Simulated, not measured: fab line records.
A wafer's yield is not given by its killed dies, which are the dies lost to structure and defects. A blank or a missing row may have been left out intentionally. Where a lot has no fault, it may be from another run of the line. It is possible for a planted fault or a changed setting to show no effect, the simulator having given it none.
fab line records -- flow n5Finfet -- part 2 of 2: steps 5 to 6 of 6
[record] lots = 19, wafers = 57, lastDay = 18
route steps=1938 shown FIN_SAQP@126 FIN_CUT@166 STI_FIN_REVEAL@183
lots untouched by any fault: they come from a run of this same line in which no faults occurred
startH: the number of hours between the record's first day and the start of the first shown wafer of the lot -- waitH: hours from the lot's prior step to this one -- " as in the row above -- L1.1+2: several wafers, shown together as one row -- - value missing, or start not given -- * or withheld: withheld -- < > ~ a bound
route shown NAME@n: NAME is a module with steps in the file, n the number in the route of the first one -- usual: mean and standard deviation over wafers with no fault -- same: alike in all rows -- chamber/n: place in a boat -- sites: readings site by site -- _std_site: standard deviation of those values -- _edge_site: mean of outer sites minus mean of inner sites -- radiusMm: for every site, how far away it sits from the centre of the wafer -- mask NAME#n: copy n -- behind: the most recent tool/chamber to have shaped the wafer -- hold: what put the lot on hold/how long, in hours/how the hold closed -- device: transistor that didn't switch, given as n, p or np -- end of line: at the end of the route, the tests of the same wafers -- a step with no rows: only its recipe -- killed: the dies lost at the first sort to structure and to defects; this is not the yield of the wafer -- map: the dies of a wafer, with x for killed, . for not killed, _ for no die there
set.NAME: the run value of the setting; set.NAME@STEP: its run value at that earlier step -- model.NAME: the simulator's own value behind a step, which no gauge read
steps of the route over a sample of lots; a table a step, a row a wafer
services: from which hour (startH, from the record's first day; less than 0 if before it) a tool's chamber was out of use, for how many hours, and why
[[steps]]
[step N5_FIN_CUT_ETCH_30]
[recipe] chemistry = N2/H2, target = underlayer, targetDepthA = 130, maskMaterial = CAR-EUV, timeS = 10.4, ionEnergyEv = 200, pressureMtorr = 30, sourceW = 840, biasW = 150, n2FlowSccm = 200, h2FlowSccm = 200, ends = cleared
[usual] biasW = 150.0/0.43, drypumpMotorCurrentA = 5.7/0.43, etchRfOnTimeS = 10.44/0.24, h2FlowSccm = 200.0/0.57, oesProductAu = 0.66/0.052, rfVppV = 524.2/2.8, showerheadPlenumPTorr = 2.55/0.091, throttleValvePct = 17.87/0.17
lot.wafer,tool,chamber,startH,waitH,biasW,drypumpMotorCurrentA,etchRfOnTimeS,h2FlowSccm,oesProductAu,rfHoursCounterH,rfVppV,showerheadPlenumPTorr,throttleValvePct
L074.2,rieDiel-02,3,28.61,0.0,150.0,5.9,10.67,199.9,0.63,148,521.4,2.45,17.95
L074.3,rieDiel-02,0,28.61,0.0,150.5,5.7,10.01,199.4,0.67,112,524.7,2.55,17.64
L074.4,rieDiel-02,1,28.61,0.0,149.6,6.2,10.28,201.0,0.65,151,527.8,2.62,17.60
L075.1,rieDiel-02,3,32.70,0.0,150.3,5.9,10.83,200.3,0.62,150,520.7,2.45,17.94
L075.3,rieDiel-02,2,32.70,0.0,149.7,4.9,10.33,200.3,0.67,140,524.8,2.54,17.71
L075.5,rieDiel-02,3,32.70,0.0,150.3,5.9,10.79,200.1,0.62,-,522.3,2.45,17.94
L076.1,rieDiel-05,3,39.20,0.0,149.8,5.6,10.42,200.4,0.64,177,526.9,2.65,17.93
L076.2,rieDiel-05,1,39.20,0.0,150.1,5.7,10.69,200.2,0.64,134,520.6,2.43,18.24
L076.5,rieDiel-05,0,39.20,0.0,150.6,5.9,10.08,199.7,0.78,-,528.6,2.69,17.66
L078.3,rieDiel-05,2,52.50,0.0,150.6,5.6,10.83,199.1,0.63,175,527.1,2.64,17.78
L078.5,rieDiel-05,2,52.50,0.0,150.4,5.6,10.79,199.0,0.63,-,526.9,2.64,17.77
L078.6,rieDiel-05,3,52.50,0.0,150.2,5.6,10.46,199.9,0.63,-,525.4,2.65,17.92
L079.1,rieDiel-01,2,58.96,0.0,150.1,5.9,10.57,199.3,0.64,147,526.5,2.64,17.88
L079.4,rieDiel-01,3,58.96,0.0,150.0,5.0,10.37,200.8,0.63,159,522.0,2.44,17.98
L079.6,rieDiel-01,0,58.96,0.0,149.9,6.0,10.52,199.2,0.69,-,521.1,2.45,17.90
L081.1,rieDiel-05,1,69.96,0.0,150.5,5.7,10.53,200.3,0.64,143,521.3,2.43,18.25
L081.2,rieDiel-05,2,69.96,0.0,150.8,5.6,10.68,199.5,0.63,180,527.6,2.64,17.79
L081.3,rieDiel-05,0,69.96,0.0,149.5,5.8,10.19,200.2,0.77,42,528.8,2.69,17.70
L082.1,rieDiel-05,3,75.70,0.0,148.7,5.6,10.28,199.2,0.63,187,527.7,2.65,17.94
L082.3,rieDiel-05,2,75.70,0.0,148.8,5.6,10.87,201.0,0.62,182,525.7,2.63,17.78
L082.6,rieDiel-05,3,75.70,0.0,149.6,5.6,10.45,200.2,0.62,-,527.6,2.64,17.92
L084.3,rieDiel-02,0,89.25,0.0,149.5,5.8,9.92,199.6,0.66,131,526.2,2.54,17.66
L084.5,rieDiel-02,3,89.25,0.0,150.1,5.9,10.44,200.9,0.63,-,518.9,2.45,18.00
L084.6,rieDiel-02,2,89.25,0.0,150.2,5.0,10.21,199.9,0.65,-,522.7,2.54,17.74
L085.1,rieDiel-02,2,93.53,0.0,150.3,5.0,10.29,199.7,0.65,159,525.0,2.54,17.72
L085.2,rieDiel-02,0,93.53,0.0,149.3,5.7,9.92,199.7,0.66,132,523.0,2.54,17.68
L085.5,rieDiel-02,0,93.53,0.0,149.7,5.7,9.93,200.3,0.67,-,523.9,2.54,17.66
L086.1,rieDiel-01,3,102.55,0.0,150.0,5.0,10.35,199.8,0.63,170,521.9,2.44,17.99
L086.3,rieDiel-01,2,102.55,0.0,150.4,5.9,10.58,199.0,0.62,161,527.1,2.64,17.92
L086.4,rieDiel-01,1,102.55,0.0,150.0,6.5,10.68,199.3,0.79,17,524.0,2.61,17.78
L087.2,rieDiel-05,0,106.51,0.0,149.2,5.9,10.27,199.4,0.75,52,527.3,2.68,17.71
L087.3,rieDiel-05,1,106.51,0.0,149.7,5.8,10.61,200.6,0.63,153,520.2,2.43,18.27
L087.4,rieDiel-05,3,106.51,0.0,149.5,5.7,10.35,200.0,0.62,196,526.3,2.64,17.95
L088.2,rieDiel-02,3,111.59,0.0,149.8,5.9,10.66,199.2,0.61,176,519.4,2.44,18.00
L088.5,rieDiel-02,3,111.59,0.0,150.4,5.9,10.65,199.9,0.61,-,522.1,2.44,18.00
L088.6,rieDiel-02,2,111.59,0.0,150.3,4.9,10.30,200.1,0.64,-,523.9,2.53,17.76
L090.1,rieDiel-05,0,123.09,0.0,150.0,5.9,10.22,200.0,0.75,57,527.6,2.68,17.74
L090.2,rieDiel-05,3,123.09,0.0,149.7,5.6,10.38,201.2,0.61,201,526.2,2.64,17.95
L090.3,rieDiel-05,2,123.09,0.0,149.8,5.6,10.80,199.2,0.62,195,526.1,2.63,17.84
L091.2,rieDiel-01,2,129.10,0.0,150.0,5.9,10.71,200.9,0.63,169,526.0,2.64,17.92
L091.4,rieDiel-01,1,129.10,0.0,149.4,6.5,10.83,200.2,0.76,25,525.2,2.60,17.80
L091.5,rieDiel-01,2,129.10,0.0,149.9,6.0,10.64,199.8,0.63,-,527.1,2.64,17.92
L092.1,rieDiel-05,0,136.02,0.0,150.2,5.9,10.24,199.5,0.74,59,529.1,2.68,17.71
L092.4,rieDiel-05,2,136.02,0.0,150.2,5.6,10.87,200.5,0.61,198,527.2,2.63,17.79
L092.6,rieDiel-05,2,136.02,0.0,149.9,5.6,10.80,199.4,0.61,-,525.6,2.63,17.80
L094.1,rieDiel-02,0,147.99,0.0,150.4,5.7,10.09,200.3,0.64,152,523.3,2.54,17.70
L094.2,rieDiel-02,2,147.99,0.0,150.1,5.0,10.27,200.4,0.64,177,524.0,2.53,17.75
L094.5,rieDiel-02,1,147.99,0.0,149.7,6.2,10.13,199.3,0.63,-,524.2,2.61,17.66
L095.2,rieDiel-01,2,154.25,0.0,150.4,5.9,10.66,200.3,0.61,177,526.9,2.63,17.96
L095.3,rieDiel-01,0,154.25,0.0,149.5,6.0,10.44,200.6,0.66,141,521.0,2.44,17.94
L095.5,rieDiel-01,2,154.25,0.0,149.6,5.9,10.60,200.0,0.62,-,525.6,2.63,17.93
L096.2,rieDiel-01,3,159.66,0.0,150.0,5.0,10.35,200.1,0.62,189,520.4,2.43,18.01
L096.4,rieDiel-01,1,159.66,0.0,150.7,6.5,10.71,199.9,0.76,34,525.1,2.60,17.83
L096.6,rieDiel-01,0,159.66,0.0,149.9,6.1,10.34,200.7,0.67,-,521.4,2.44,17.94
L097.2,rieDiel-01,1,165.49,0.0,150.3,6.5,10.66,199.8,0.76,36,525.3,2.60,17.82
L097.3,rieDiel-01,0,165.49,0.0,150.1,6.1,10.39,199.4,0.67,145,522.3,2.44,17.95
L097.6,rieDiel-01,2,165.49,0.0,149.4,6.0,10.59,199.2,0.62,-,526.6,2.63,17.95
[step N5_STI_FIN_REVEAL_ALD_00]
[recipe] material = SiO2, targetThkA = 10, tempC = 300, aldPrecursorFamily = BDEAS, aldCoReactant = O2-plasma, pulseTimeS = 1, pressureTorr = 2
[usual] heaterPowerW = 464/48, precursorPulseHeightRel = 1.002/0.022, susceptorTempC = 299.99/0.18
lot.wafer,tool,chamber,startH,waitH,heaterPowerW,precursorPulseHeightRel,sinceWetCleanH,susceptorTempC
L074.2,aldSin-04,2,29.52,0.0,478,1.014,22,300.18
L074.3,aldSin-04,1,29.52,0.0,513,0.970,22,300.16
L074.4,aldSin-04,3,29.52,0.0,523,1.024,22,299.93
L075.1,aldSin-04,1,33.81,0.2,505,0.976,26,299.68
L075.3,aldSin-04,3,33.81,0.2,514,0.987,26,300.23
L075.5,aldSin-04,3,33.81,0.2,514,0.991,-,299.92
L076.1,aldSin-02,1,40.11,0.0,474,1.026,137,299.91
L076.2,aldSin-02,2,40.11,0.0,459,1.035,137,299.83
L076.5,aldSin-02,2,40.11,0.0,448,1.013,-,300.17
L078.3,aldSin-04,3,55.06,1.0,513,1.021,47,300.17
L078.5,aldSin-04,3,55.06,1.0,519,1.041,-,300.11
L078.6,aldSin-04,2,55.06,1.0,485,0.998,-,299.95
L079.1,aldSin-04,1,60.00,0.0,507,1.016,52,299.97
L079.4,aldSin-04,3,60.00,0.0,514,1.012,52,299.77
L079.6,aldSin-04,2,60.00,0.0,485,0.981,-,300.29
L081.1,aldSin-04,1,71.09,0.0,500,1.020,63,299.83
L081.2,aldSin-04,0,71.09,0.0,373,0.995,63,299.58
L081.3,aldSin-04,3,71.09,0.0,516,1.003,63,299.77
L082.1,aldSin-02,1,76.70,0.0,468,1.020,174,300.08
L082.3,aldSin-02,3,76.70,0.0,444,0.987,174,299.95
L082.6,aldSin-02,0,76.70,0.0,374,1.026,-,299.74
L084.3,aldSin-04,3,90.41,0.0,527,1.005,83,300.14
L084.5,aldSin-04,2,90.41,0.0,464,1.008,-,299.79
L084.6,aldSin-04,3,90.41,0.0,520,0.990,-,300.16
L085.1,aldSin-04,2,94.57,0.0,471,0.990,87,299.93
L085.2,aldSin-04,0,94.57,0.0,370,1.008,87,300.27
L085.5,aldSin-04,2,94.57,0.0,479,1.005,-,300.01
L086.1,aldSin-02,3,103.47,0.0,448,0.998,201,299.93
L086.3,aldSin-02,2,103.47,0.0,471,0.985,201,300.06
L086.4,aldSin-02,1,103.47,0.0,468,1.026,201,299.94
L087.2,aldSin-04,2,107.48,0.0,483,1.038,100,299.69
L087.3,aldSin-04,0,107.48,0.0,382,1.016,100,300.13
L087.4,aldSin-04,1,107.48,0.0,490,1.003,100,299.95
L088.2,aldSin-02,1,112.57,0.0,460,0.979,210,300.16
L088.5,aldSin-02,2,112.57,0.0,458,0.998,-,300.08
L088.6,aldSin-02,1,112.57,0.0,475,0.980,-,299.98
L090.1,aldSin-02,3,124.07,0.0,443,1.007,221,299.92
L090.2,aldSin-02,0,124.07,0.0,383,1.019,221,300.28
L090.3,aldSin-02,1,124.07,0.0,466,0.987,221,300.02
L091.2,aldSin-04,1,130.01,0.0,506,1.015,122,300.03
L091.4,aldSin-04,0,130.01,0.0,379,0.990,122,299.94
L091.5,aldSin-04,3,130.01,0.0,516,0.957,-,299.71
L092.1,aldSin-01,3,137.20,0.0,528,0.995,326,299.62
L092.4,aldSin-01,1,137.20,0.0,438,1.015,326,300.33
L092.6,aldSin-01,2,137.20,0.0,495,0.982,-,299.93
L094.1,aldSin-04,3,148.90,0.0,510,0.979,141,299.98
L094.2,aldSin-04,1,148.90,0.0,510,0.994,141,300.26
L094.5,aldSin-04,3,148.90,0.0,528,1.059,-,300.29
L095.2,aldSin-04,0,155.20,0.0,369,1.027,147,300.32
L095.3,aldSin-04,3,155.20,0.0,513,0.973,147,300.19
L095.5,aldSin-04,3,155.20,0.0,525,1.000,-,300.15
L096.2,aldSin-02,1,160.68,0.0,478,0.995,258,300.14
L096.4,aldSin-02,1,160.68,0.0,472,0.997,-,299.73
L096.6,aldSin-02,3,160.68,0.0,452,1.011,-,300.15
L097.2,aldSin-02,1,166.57,0.2,469,0.991,264,299.83
L097.3,aldSin-02,0,166.57,0.2,394,1.005,264,299.93
L097.6,aldSin-02,1,166.57,0.2,465,1.023,-,300.03
[[services]]
tool,chamber,startH,hours,kind
aldSin-02,-,3.93,0.3,repair
aldSin-04,-,10.27,0.2,repair
aldSin-01,0,10.37,17.7,repair
rieDiel-03,0,11.54,4.0,repair
rieDiel-01,3,11.86,17.0,repair
aldSin-01,1,21.91,2.8,repair
rieDiel-04,2,31.94,2.5,repair
aldSin-02,3,36.99,8.6,repair
aldSin-01,1,47.80,2.6,repair
aldSin-01,0,48.63,11.0,repair
rieDiel-03,0,54.03,-,clean
rieDiel-03,0,54.03,-,consumableReplace:focusRing
rieDiel-03,0,54.03,24.2,scheduledDown
rieDiel-03,0,54.03,24.2,ventCycle
rieDiel-01,3,76.84,10.0,repair
rieDiel-06,3,81.71,6.0,repair
rieDiel-05,1,91.99,2.6,repair
rieDiel-02,1,92.88,3.0,repair
aldSin-01,-,95.73,5.5,repair
rieDiel-03,-,97.60,2.8,pm
rieDiel-02,1,113.71,14.4,repair
rieDiel-04,1,120.81,9.9,repair
rieDiel-04,0,148.13,8.1,repair
rieDiel-02,1,163.00,10.2,repair
